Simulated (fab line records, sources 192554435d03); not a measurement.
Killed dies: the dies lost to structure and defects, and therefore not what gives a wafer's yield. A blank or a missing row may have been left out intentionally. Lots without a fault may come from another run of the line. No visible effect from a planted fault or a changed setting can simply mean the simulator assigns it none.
Struck lot and sound lot, side by side | flow n5Finfet | 16 steps out of a route of 1938
Sound: wafers L110.3, L110.5, L110.6. Struck: wafer L121.5 (left out: L121.2, L121.3 of the same lot, which were not struck); the cause appears at the end.
For every step that has rows: the tool of each side, followed by ch and its chambers, followed by its first start. Under that, the readings that differ: sound wafers | struck wafers | difference of the means | sigmas: that difference in standard deviations of wafers without a fault.
alike: a reading whose means differ by less than 2 such deviations, as well as words and numbers matching on both sides. not compared: withheld readings; readings where some wafer has no value; bounds like >300 that might hide an equal value; numbers whose values overlap and for which the record gives no deviation.
A row with sigmas, a row that says differs or no value, or rows on one side alone: a step with any of these is where the two part. Numbers that have no deviation but don't overlap get no sigmas and don't part them. A reading that every wafer of one side lacks parts them only if that side has two wafers or more.

first, 8 steps without rows for these wafers: N5_BEOL_M4_COAT_62 (time 60 s, resist thk 12 nm); N5_BEOL_M4_COAT_73 (time 60 s, resist thk 5 nm); N5_BEOL_M4_COAT_05 (resist thk 30 nm); N5_BEOL_M4_EBR_07; N5_BEOL_M4_SOFTBAKE_06 (time 60 s); N5_BEOL_M4_EXPOSE_08 (exposes mask M4); N5_BEOL_M4_PEB_09 (peb time 60 s); N5_BEOL_M4_DEVELOP_10 (develop time 30 s).
N5_BEOL_M4_CD_MEAS_11: target cd 16.79 nm.
  sound on cdSem-02 ch 0, day 8 14:38; struck on cdSem-02 ch 0, day 12 19:49
  alike: cdNm
N5_BEOL_M4_OVL_MEAS_12:
  sound on overlay-01 ch 0, day 8 14:40; struck on overlay-02 ch 0, day 12 19:51
  alike: M4_OVL
N5_BEOL_M4_INSPECT_13: inspects for defects (brightfield).
  struck on defectInspect-01, day 12 19:54; sound on defectInspect-02, day 8 14:43
reading        | sound       | struck | difference | sigmas
rawDefectCount | 824 628 413 | 339    | -283       | -3
N5_BEOL_M4_DESCUM_16: chemistry O2, time 7 s.
  sound on rieDiel-05 ch 2,3, day 8 14:53; struck on rieDiel-04 ch 0, day 12 20:13
reading   | sound             | struck | difference | sigmas
tempC (C) | 39.92 39.97 40.05 | 39.76  | -0.22      | -2
  alike: biasPowerW, drypumpMotorCurrentA, oesProductAu, rfVppV, showerheadPlenumPTorr, throttleValvePct
  not compared: rfHoursCounterH
N5_BEOL_M4_ETCH_74: etches underlayer in N2/H2, target depth 6.5 nm, time 5.2 s.
  sound on rieDiel-05 ch 2,3, day 8 14:55; struck on rieDiel-04 ch 0, day 12 20:14
reading           | sound          | struck | difference | sigmas
etchRfOnTimeS (s) | 5.19 5.19 5.26 | 8.54   | +3.33      | +55
  alike: drypumpMotorCurrentA, oesProductAu, rfVppV, showerheadPlenumPTorr, throttleValvePct
  not compared: rfHoursCounterH
N5_BEOL_M4_ETCH_63: etches SiARC in CF4, target depth 15.6 nm, time 26 s.
  sound on rieDiel-05 ch 2,3, day 8 14:56; struck on rieDiel-04 ch 0, day 12 20:16
  alike: drypumpMotorCurrentA, etchRfOnTimeS, oesProductAu, rfVppV, showerheadPlenumPTorr, throttleValvePct
  not compared: rfHoursCounterH
N5_BEOL_M4_RC_MEAS_101:
  sound on prober-02 ch 0, day 9 04:32; struck on prober-01 ch 0, day 13 17:13
reading       | sound          | struck | difference | sigmas
SS_N (mV/dec) | 70.4 71.5 71.2 | 72.1   | +1.1       | +2
  alike: DIBL_N, DIBL_P, IOFF_N, IOFF_P, ION_N, ION_P, SS_P, VT_N, VT_P
-- a jump in the record: the struck wafers' starts before and after are 5 days apart (it breaks off in module BEOL_M4 and resumes in module PASSIVATION, where the first step shown is number 1936 of the route) --
N5_PASSIVATION_PROBE_49:
  struck on prober-01, day 18 10:54; sound on prober-01, day 13 11:14
reading            | sound     | struck | difference | sigmas
killed_at_M0_to_M3 | 41 42 60  | 22     | -26        | -3
killedOpen         | 89 87 100 | 56     | -36        | -3
  alike: defectLimitedYield, killed_at_M4_up, killedAtContacts, killedAtFrontEnd, killedAtOther, killedDies, killedShort, sort_bin_5_function, sort_bin_6_memory, sortNPass, sortYieldPct

## WHERE THEY PART
At N5_BEOL_M4_INSPECT_13 first; at N5_PASSIVATION_PROBE_49 last (within this record only).

WHY: whatever the simulator had introduced
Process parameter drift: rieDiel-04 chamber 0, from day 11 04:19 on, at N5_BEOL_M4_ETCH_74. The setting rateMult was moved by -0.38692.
